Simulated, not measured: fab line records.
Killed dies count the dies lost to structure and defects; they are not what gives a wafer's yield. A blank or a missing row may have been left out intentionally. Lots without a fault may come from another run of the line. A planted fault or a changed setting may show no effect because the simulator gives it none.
Problem report, 8D (eight disciplines) form, completed by code / flow n5 finfet / the parts of the form that need people (team, actions taken, sign-off) are left out

== 1. PROBLEM STATEMENT ==
bias w at N5_BEOL_M3_ETCH_64 reads a mean of 180.8 W on 1 wafer of 1 lot; wafers without a fault read 150.0 W with a standard deviation of 0.44. That is +70 standard deviations from the usual mean.
The step: etches SOC in N2/H2, target depth 75 nm, overetch 15 nm, time 112.5 s.
Earliest sighting: wafer L224.4 on rie diel-02 at day 10 05:00. Wafers with a number at this step in the record: 30, from 10 lots. Rule for "out", or "out of limits": more than 4 standard deviations from the usual mean. The rest of the wafers with a number are treated as sound.

== 2. WHAT IT IS, WHAT IT ISN'T ==
question=which readings at this step | is=bias w, rf vpp V | is not=drypump motor current A, oes product au, showerhead plenum p Torr, throttle valve pct
question=which lots | is=L224 | is not=L216, L217, L218, L219, L234, L235, L237, L238, L239
question=which wafers of those lots | is=L224.4 | is not=L224.1, L224.3
question=read on which tools | is=rie diel-02 | is not=rie diel-06
question=when | is=from day 10 05:00 | is not=up to then (11 sound wafers); but 18 sound wafers of L218, L234, L235, L237, L238, L239 came after

== 3. WHAT RULES OUT EACH SUSPECT ==
Counting: if a tool at a process step up to the reading ran every lot that is out, it stays a suspect. Sound lots after the first of them don't rule it out here, since some wafers of a struck lot are sound.
- pecvd-04 at N5_BEOL_M3_PECVD_72 (deposits SiO2 from TEOS/O2, target thk 16 nm, time 18 s): kept. It ran the lot that is out, L224 (day 10 01:54).
- rie diel-02 at N5_BEOL_M3_ETCH_64 (etches SOC in N2/H2, target depth 75 nm, overetch 15 nm, time 112.5 s): kept. The lot that is out, L224, ran on it at day 10 05:00; the last sound lot it ran before that was L219, at day 8 01:26. Out on those wafers are its own readings of bias w, rf vpp V.
- Within rie diel-02 at N5_BEOL_M3_ETCH_64: the wafers that are out ran in chamber 1; their sound lot-mates ran in chambers 2, 3.
The count leaves rie diel-02 at N5_BEOL_M3_ETCH_64 and pecvd-04 at N5_BEOL_M3_PECVD_72.

== 4. THE CAUSE (what the simulator had put in) ==
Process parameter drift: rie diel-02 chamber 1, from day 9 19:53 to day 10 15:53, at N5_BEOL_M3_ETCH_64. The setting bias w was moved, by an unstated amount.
Counting leaves 2 suspects; this tool is one of them.

== 5. THE EFFECT CHAIN, in route order ==
Rows list readings where the struck wafers' mean (over those with a number) sits beyond 3 standard deviations from the usual. Scope: only readings with a usual standard deviation given in the record; hours: median across lots of the time from each lot's start at the first step in this table that gives one to its start at this step; sigmas: change in usual standard deviations.
hours=0; step=N5_BEOL_M3_ETCH_64; reading=bias w; usual=150.0 W; on struck wafers=180.8; change=+30.8; sigmas=+70
hours=0; step=N5_BEOL_M3_ETCH_64; reading=rf vpp V; usual=522.6 V; on struck wafers=585.5; change=+62.9; sigmas=+26
Its process steps:
- N5_BEOL_M3_ETCH_64: etches SOC in N2/H2, target depth 75 nm, overetch 15 nm, time 112.5 s.
Later steps that measure or inspect, where all struck wafers having a row at the step show a number for every such reading and not one has moved that far: N5_BEOL_M3_CD_MEAS_18, N5_BEOL_M4_RC_MEAS_101.

== 6. HOW IT WOULD HAVE BEEN CAUGHT EARLIER ==
The fault began at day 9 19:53; the first out-of-limits reading in this record came at day 10 05:00, 9 hours later.
